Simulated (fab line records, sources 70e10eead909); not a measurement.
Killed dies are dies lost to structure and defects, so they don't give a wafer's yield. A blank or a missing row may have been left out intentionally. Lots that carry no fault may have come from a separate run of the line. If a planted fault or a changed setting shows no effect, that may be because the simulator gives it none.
What tool caused it?	flow nandHarc	11 lots, 33 wafers sampled, at 1 step of a route of 1159

## WHAT THE GAUGES SHOWED, per wafer
NHARC_A_CONTACT_INSPECT_10.
lot	measured	on	rawDefectCount
L961	day 16 23:14	defectInspect-02	27 19 26
L965	day 17 10:40	defectInspect-02	20 29 22
L962	day 17 11:55	defectInspect-02	11 19 18
L963	day 17 16:25	defectInspect-01	29 29 31
L966	day 18 06:58	defectInspect-01	9 11 10
L967	day 18 14:58	defectInspect-02	24 15 17
L964	day 18 15:53	defectInspect-01	35 50 37
L968	day 19 05:07	defectInspect-02	49 34 46
L973	day 20 12:46	defectInspect-02	45 43 37
L977	day 21 08:47	defectInspect-01	14 14 12
L979	day 21 17:26	defectInspect-02	64 41 67

## WHICH TOOL RAN EACH LOT (tool, then ch and the chambers of the sampled wafers, then the start)
There is no process step in the record ahead of these readings.

## THE ANSWER, worked out from the rows above alone
Rule: what is usual is taken from the lots themselves. The widest of any qualifying gaps counts: lots, ordered by their means at a reading, are off when they make up no more than a third of the lots, leave a main group of 4 or more, and stand apart from it by 3 or more times the standard deviation of that group's means. A main group is skipped when, at the precision printed for the reading in the tables above, its means are all equal. A lot without any number at a reading at which 4 lots or more have one is off too. Where the step has rows for the other lots, those lots are counted as sound.
Nothing can be told from this: no lot is off at any reading shown.

## WHAT HAD BEEN PUT IN BY THE SIMULATOR
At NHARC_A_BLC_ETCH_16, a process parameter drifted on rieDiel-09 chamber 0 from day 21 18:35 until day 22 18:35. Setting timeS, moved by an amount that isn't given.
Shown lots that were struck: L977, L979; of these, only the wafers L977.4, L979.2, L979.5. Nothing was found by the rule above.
